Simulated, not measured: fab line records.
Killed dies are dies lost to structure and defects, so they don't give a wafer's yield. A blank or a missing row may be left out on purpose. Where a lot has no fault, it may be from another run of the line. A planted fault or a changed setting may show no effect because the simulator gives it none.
Chamber matching    flow nandHarc    NHARC_A_STAIRCASE_STRIP_476 on rieDiel-08 has 4 sister chambers
The step strips in O2, time 20 s. 14 wafers are shown with their chamber, then 7 later ones without.

== EACH WAFER AND ITS CHAMBER ==
wafer   chamber  drypumpMotorCurrentA (A)  showerheadPlenumPTorr (Torr)  oesProductAu (a.u.)
L074.2  0        6.0                       3.65                          1.009
L074.4  2        5.7                       3.31                          1.013
L074.5  1        5.8                       3.53                          1.007
L082.3  2        5.7                       3.31                          1.011
L082.4  0        6.0                       3.64                          1.003
L082.6  0        6.0                       3.64                          1.000
L087.2  3        4.9                       3.33                          1.001
L087.5  1        5.8                       3.51                          1.007
L087.6  2        5.7                       3.30                          1.006
L089.1  3        4.9                       3.33                          1.008
L089.2  0        6.0                       3.63                          0.997
L089.4  1        5.8                       3.51                          0.999
L090.1  3        4.8                       3.33                          1.008
L090.2  0        6.0                       3.64                          0.996

SIGNATURES, as means of the wafers listed above
reading                chamber 0  chamber 1  chamber 2  chamber 3  scatter within a chamber
drypumpMotorCurrentA   6.000      5.800      5.700      4.867      0.0258
showerheadPlenumPTorr  3.6400     3.5167     3.3067     3.3300     0.0073
oesProductAu           1.00100    1.00433    1.01000    1.00567    0.0046
Rule: a wafer lies at a distance from a chamber equal to the root of the sum of squares, over the readings, of (its reading less the chamber's mean, divided by the reading's scatter). The wafer belongs to the nearest chamber; if the next one is less than 2 further off, it can't be placed. The scatter: the root of (the sum of the squares of (reading less its chamber's mean) over the shown wafers, divided by (wafers less chambers)).

== WAFERS MISSING THEIR CHAMBER ==
wafer   drypumpMotorCurrentA (A)  showerheadPlenumPTorr (Torr)  oesProductAu (a.u.)
L090.6  5.7                       3.30                          1.003
L091.1  4.9                       3.33                          0.997
L091.2  6.0                       3.63                          0.995
L091.5  5.7                       3.30                          0.999
L093.1  5.7                       3.30                          1.009
L093.2  6.0                       3.63                          0.995
L093.6  4.9                       3.33                          0.992

== THE CHAMBER EACH PASSED THROUGH ==
wafer   from the rows above  in truth
L090.6  2                    2
L091.1  3                    3
L091.2  0                    0
L091.5  2                    2
L093.1  2                    2
L093.2  0                    0
L093.6  3                    3
Correctly placed: 7 of 7. From these rows, 0 cannot be placed. Wrongly placed: 0.
